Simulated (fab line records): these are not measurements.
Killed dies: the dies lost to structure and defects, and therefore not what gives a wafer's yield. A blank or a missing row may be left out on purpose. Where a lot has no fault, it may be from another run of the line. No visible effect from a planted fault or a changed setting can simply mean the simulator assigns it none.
Chamber matching + flow n5_finfet + N5_BEOL_M9_CURE_71 on uv_cure-01 has 3 sister chambers
The step cures SiCOH lowk, time 240 s. 3 wafers are shown with their chamber, then 8 later ones without.

EACH WAFER AND ITS CHAMBER
| wafer  | chamber | wafer_temp_C_max |
|--------|---------|------------------|
| L076.5 | 1       | 387.6            |
| L093.6 | 2       | 386.6            |
| L091.2 | 0       | 386.9            |

WAFERS WITH NO CHAMBER GIVEN
| wafer  | wafer_temp_C_max |
|--------|------------------|
| L091.4 | 385.9            |
| L091.5 | 386.9            |
| L096.1 | 386.8            |
| L096.2 | 387.3            |
| L096.5 | 386.7            |
| L095.1 | 386.7            |
| L095.3 | 386.7            |
| L095.5 | 387.3            |

WHICH CHAMBER EACH ONE RAN IN
| wafer  | from the rows above          | in truth |
|--------|------------------------------|----------|
| L091.4 | can't be placed: 2 or 0      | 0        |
| L091.5 | can't be placed: 0 or 2      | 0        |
| L096.1 | can't be placed: 0 or 2      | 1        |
| L096.2 | can't be placed: 1 or 0 or 2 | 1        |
| L096.5 | can't be placed: 2 or 0      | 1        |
| L095.1 | can't be placed: 2 or 0      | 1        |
| L095.3 | can't be placed: 2 or 0      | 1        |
| L095.5 | can't be placed: 1 or 0 or 2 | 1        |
Correct placement for 0 of the 8. Not placeable from these rows: 8 (in 4, the candidates include the true chamber). Number placed wrongly: 0.
How it was worked out, from the rows above alone: a wafer's distance from a chamber is the root of the sum, over the readings, of the square of ((its reading less the chamber's mean) divided by the reading's scatter). The wafer belongs to the nearest chamber; if the next one is less than 2 further off, it can't be placed. Each chamber's mean is taken over the wafers shown for it. The scatter: root of mean squared gap, hidden wafer to nearest shown wafer, with one shown wafer a chamber.
